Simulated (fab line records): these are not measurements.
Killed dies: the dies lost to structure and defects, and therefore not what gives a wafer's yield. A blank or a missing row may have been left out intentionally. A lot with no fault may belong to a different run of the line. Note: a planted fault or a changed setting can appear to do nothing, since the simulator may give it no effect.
Chamber matching | flow nand harc | cmp-01 running NHARC_P_CONTACT_CMP_01: 4 sister chambers
The step polishes SiO2, target thk 200 nm. 8 wafers are shown with their chamber, then 7 later ones without.

## WAFERS, EACH WITH ITS CHAMBER
wafer  | chamber | motor current A (A) | retaining ring pressure frac
L630.5 | 1       | 11.5                | 1.003
L633.5 | 1       | 10.4                | 1.002
L632.2 | 2       | 11.2                | 1.002
L632.5 | 0       | 11.8                | 0.999
L634.6 | 2       | 11.4                | 1.004
L639.2 | 0       | 11.6                | 0.993
L639.3 | 3       | 12.2                | 1.006
L639.6 | 3       | 11.9                | 0.992

## WAFERS WITHOUT THEIR CHAMBER
wafer  | motor current A (A) | retaining ring pressure frac
L642.2 | 11.7                | 0.994
L642.4 | 12.5                | 1.002
L642.5 | 11.4                | 1.000
L645.3 | 11.2                | 1.005
L647.1 | 11.6                | 0.992
L647.2 | 11.8                | 1.001
L647.3 | 12.0                | 1.000

## EACH ONE'S CHAMBER
wafer  | from the rows above               | in truth
L642.2 | can't be placed: 0 or 3 or 2      | 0
L642.4 | can't be placed: 3 or 0 or 2      | 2
L642.5 | can't be placed: 2 or 0 or 1 or 3 | 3
L645.3 | can't be placed: 2 or 1 or 0 or 3 | 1
L647.1 | can't be placed: 0 or 3 or 2 or 1 | 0
L647.2 | can't be placed: 3 or 0 or 2 or 1 | 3
L647.3 | can't be placed: 3 or 0 or 2      | 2
0 of 7 placed correctly. Unplaceable from these rows: 7, with the true chamber sitting among the candidates in 7. 0 placed wrongly.
How it was worked out, from the rows above alone: a wafer's distance from a chamber is the root of the sum, over the readings, of the square of ((its reading less the chamber's mean) divided by the reading's scatter). If the next closest chamber is less than 2 further off than the closest, the wafer can't be placed; otherwise it belongs to the closest. Each chamber's mean is taken over the wafers shown for it. The scatter is the square root of a quotient: the sum, over the shown wafers, of each reading's squared deviation from its chamber's mean, divided by wafers minus chambers.
